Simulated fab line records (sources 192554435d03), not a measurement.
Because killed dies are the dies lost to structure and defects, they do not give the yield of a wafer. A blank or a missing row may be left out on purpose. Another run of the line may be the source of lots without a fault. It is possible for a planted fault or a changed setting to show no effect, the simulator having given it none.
The tool behind it: which one?    flow n5_finfet    Sampling: 24 lots, 72 wafers, 3 of 1938 route steps

WHAT THE GAUGES SHOWED, per wafer
N5_BEOL_M1_THK_MEAS_53: measures by xrf.
lot   measured      on             M1_THK (nm)
L074  day 6 07:35   film_metro-01  40.2 41.3 41.7
L075  day 6 14:04   film_metro-01  40.0 41.2 41.9
L076  day 7 00:15   film_metro-02  37.7 38.5 40.3
L077  day 7 05:36   film_metro-02  36.9 38.0 38.6
L078  day 7 15:35   film_metro-02  38.6 41.1 41.7
L079  day 7 20:03   film_metro-01  39.3 41.0 41.3
L080  day 8 00:21   film_metro-02  39.5 40.9 41.0
L081  day 8 09:19   film_metro-01  39.3 37.9 41.8
L082  day 8 18:37   film_metro-01  39.3 41.4 41.0
L083  day 8 19:58   film_metro-02  39.8 40.1 42.1
L084  day 9 04:49   film_metro-02  37.4 41.4 39.4
L085  day 9 09:31   film_metro-02  39.4 40.6 41.3
L086  day 9 16:58   film_metro-01  39.8 42.3 42.3
L087  day 9 18:41   film_metro-01  41.1 38.5 42.1
L089  day 10 04:09  film_metro-01  37.0 38.9 39.9
L088  day 10 06:15  film_metro-02  40.2 43.3 42.9
L090  day 10 11:17  film_metro-02  40.9 40.4 41.0
L091  day 10 20:46  film_metro-02  36.7 38.9 39.7
L092  day 11 03:22  film_metro-01  41.8 40.1 41.5
L093  day 11 04:35  film_metro-01  40.7 39.8 40.6
L094  day 11 08:17  film_metro-01  41.0 39.8 41.9
L095  day 11 11:22  film_metro-02  39.4 40.3 40.9
L096  day 12 03:26  film_metro-02  37.7 40.5 39.3
L097  day 12 18:47  film_metro-01  36.9 35.8 38.7

WHAT TOOL EACH LOT RAN ON (gives the tool, then ch and the chambers of the sampled wafers, and finally the start)
lot   N5_BEOL_M1_ANNEAL_49          N5_BEOL_M1_SPUTTER_79
L074  pvd_sputter-02, day 6 05:00   pvd_sputter-02, day 6 05:08
L075  pvd_sputter-03, day 6 11:36   pvd_sputter-03, day 6 11:44
L076  pvd_sputter-02, day 6 21:22   pvd_sputter-02, day 6 21:30
L077  pvd_sputter-03, day 7 00:47   pvd_sputter-03, day 7 00:55
L078  pvd_sputter-02, day 7 10:25   pvd_sputter-02, day 7 10:34
L079  pvd_sputter-01, day 7 14:26   pvd_sputter-01, day 7 14:34
L080  pvd_sputter-01, day 7 18:30   pvd_sputter-01, day 7 18:38
L081  pvd_sputter-02, day 8 04:08   pvd_sputter-02, day 8 04:17
L082  pvd_sputter-03, day 8 11:56   pvd_sputter-03, day 8 12:04
L083  pvd_sputter-02, day 8 13:55   pvd_sputter-02, day 8 14:03
L084  pvd_sputter-01, day 8 23:42   pvd_sputter-01, day 8 23:50
L085  pvd_sputter-01, day 9 04:35   pvd_sputter-01, day 9 04:44
L086  pvd_sputter-02, day 9 12:55   pvd_sputter-02, day 9 13:03
L087  pvd_sputter-03, day 9 13:10   pvd_sputter-03, day 9 13:18
L089  pvd_sputter-03, day 9 22:56   pvd_sputter-03, day 9 23:05
L088  pvd_sputter-03, day 10 01:34  pvd_sputter-03, day 10 01:43
L090  pvd_sputter-03, day 10 07:14  pvd_sputter-03, day 10 07:22
L091  pvd_sputter-03, day 10 16:46  pvd_sputter-03, day 10 16:54
L092  pvd_sputter-03, day 11 00:53  pvd_sputter-03, day 11 01:02
L093  pvd_sputter-02, day 11 01:28  pvd_sputter-02, day 11 01:37
L094  pvd_sputter-01, day 11 05:46  pvd_sputter-01, day 11 05:55
L095  pvd_sputter-01, day 11 08:54  pvd_sputter-01, day 11 09:02
L096  pvd_sputter-02, day 12 00:14  pvd_sputter-02, day 12 00:23
L097  pvd_sputter-01, day 12 16:17  pvd_sputter-01, day 12 16:25
- N5_BEOL_M1_ANNEAL_49: time 240 s.
- N5_BEOL_M1_SPUTTER_79: material Cu, target thk 4.5 nm, time 8.29 s.

AS READ BY THE TOOLS THEMSELVES (means over the sampled wafers that have a number; for cases with no such wafer, the mark the record gives instead)
N5_BEOL_M1_ANNEAL_49.
lot   tool            heater_power_w (W)  susceptor_temp_C (C)
L074  pvd_sputter-02  921                 399.74
L075  pvd_sputter-03  832                 400.05
L076  pvd_sputter-02  919                 399.92
L077  pvd_sputter-03  825                 399.89
L078  pvd_sputter-02  903                 400.01
L079  pvd_sputter-01  840                 399.77
L080  pvd_sputter-01  863                 399.87
L081  pvd_sputter-02  917                 400.21
L082  pvd_sputter-03  818                 399.98
L083  pvd_sputter-02  928                 400.17
L084  pvd_sputter-01  851                 399.96
L085  pvd_sputter-01  899                 399.99
L086  pvd_sputter-02  904                 399.92
L087  pvd_sputter-03  788                 399.82
L089  pvd_sputter-03  796                 400.03
L088  pvd_sputter-03  815                 400.00
L090  pvd_sputter-03  781                 399.94
L091  pvd_sputter-03  787                 400.15
L092  pvd_sputter-03  831                 400.19
L093  pvd_sputter-02  927                 399.97
L094  pvd_sputter-01  861                 400.05
L095  pvd_sputter-01  840                 400.00
L096  pvd_sputter-02  978                 400.12
L097  pvd_sputter-01  827                 400.11

N5_BEOL_M1_SPUTTER_79.
lot   tool            substrate_temp_c (C)  susceptor_temp_C (C)  throttle_valve_pct (%)
L074  pvd_sputter-02  -19.93                -19.92                30.2
L075  pvd_sputter-03  -20.05                -19.96                29.8
L076  pvd_sputter-02  -20.12                -19.98                30.2
L077  pvd_sputter-03  -19.96                -20.00                29.3
L078  pvd_sputter-02  -20.04                -20.02                29.8
L079  pvd_sputter-01  -19.88                -19.98                29.8
L080  pvd_sputter-01  -20.05                -20.01                29.9
L081  pvd_sputter-02  -19.97                -20.00                29.7
L082  pvd_sputter-03  -20.05                -20.16                29.1
L083  pvd_sputter-02  -19.97                -19.98                29.9
L084  pvd_sputter-01  -20.04                -20.07                29.5
L085  pvd_sputter-01  -19.96                -20.00                30.2
L086  pvd_sputter-02  -19.90                -19.88                29.6
L087  pvd_sputter-03  -20.01                -20.05                30.1
L089  pvd_sputter-03  -20.08                -19.98                29.6
L088  pvd_sputter-03  -20.03                -20.05                29.3
L090  pvd_sputter-03  -20.00                -20.05                29.7
L091  pvd_sputter-03  -20.00                -19.97                30.0
L092  pvd_sputter-03  -19.97                -19.94                29.8
L093  pvd_sputter-02  -19.96                -20.08                30.1
L094  pvd_sputter-01  -19.94                -20.04                29.8
L095  pvd_sputter-01  -20.02                -20.10                29.6
L096  pvd_sputter-02  -20.03                -19.98                30.5
L097  pvd_sputter-01  -20.00                -20.02                29.7

THE ANSWER, worked out from the rows above alone
Rule: what is usual is taken from the lots themselves. The widest of any qualifying gaps counts: lots, ordered by their means at a reading, are off when they make up no more than a third of the lots, leave a main group of 4 or more, and stand apart from it by 3 or more times the standard deviation of that group's means. The tables above print the reading to a certain number of digits; a main group whose means all agree to those digits is not used. A lot without any number at a reading at which 4 lots or more have one is off too. All remaining lots with rows at the step are treated as sound. After the gauges, taken in route order, come the tools' own readings; for these a lot's mean is taken, as printed above. The first step at which some lot is off is used, and at that step the reading that is off furthest; a lot without a number counts as furthest.
No lot is off at any reading shown: from this, nothing can be told.

WHAT THE SIMULATOR HAD INSERTED
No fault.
